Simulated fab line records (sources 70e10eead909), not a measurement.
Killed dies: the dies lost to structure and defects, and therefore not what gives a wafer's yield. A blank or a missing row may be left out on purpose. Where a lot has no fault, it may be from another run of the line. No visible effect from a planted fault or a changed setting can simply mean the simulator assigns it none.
Chamber matching | flow nand_harc | rie_diel-12 running NHARC_A_STAIRCASE_ETCH_444: 4 sister chambers
The step etches the open film in C4F8/O2, target depth 10200 nm, time 3400 s. 4 wafers are shown with their chamber, then 7 later ones without.

== EACH WAFER AND ITS CHAMBER ==
wafer  | chamber | rf_vpp_V (V)
L083.3 | 3       | 812
L083.5 | 1       | 804
L091.1 | 0       | 802
L091.3 | 2       | 814

== WAFERS WHOSE CHAMBER IS MISSING ==
wafer  | rf_vpp_V (V)
L091.4 | 814
L090.1 | 814
L090.2 | 810
L090.6 | 812
L095.1 | 803
L095.2 | 802
L095.4 | 813

== THE CHAMBER EACH PASSED THROUGH ==
wafer  | from the rows above     | in truth
L091.4 | 2                       | 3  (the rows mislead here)
L090.1 | 2                       | 2
L090.2 | 3                       | 3
L090.6 | 3                       | 3
L095.1 | can't be placed: 0 or 1 | 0
L095.2 | 0                       | 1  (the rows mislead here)
L095.4 | can't be placed: 2 or 3 | 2
Placed correctly: 3 of 7. Not placeable from these rows: 2 (in 2, the candidates include the true chamber). Number placed wrongly: 2.
How it was worked out, from the rows above alone: a wafer's distance from a chamber is the root of the sum, over the readings, of the square of ((its reading less the chamber's mean) divided by the reading's scatter). If the next closest chamber is less than 2 further off than the closest, the wafer can't be placed; otherwise it belongs to the closest. The mean given for a chamber averages the wafers shown for that chamber. The scatter (one wafer shown for each chamber): square how far every hidden wafer sits from the nearest shown wafer, average those squares and take the square root.
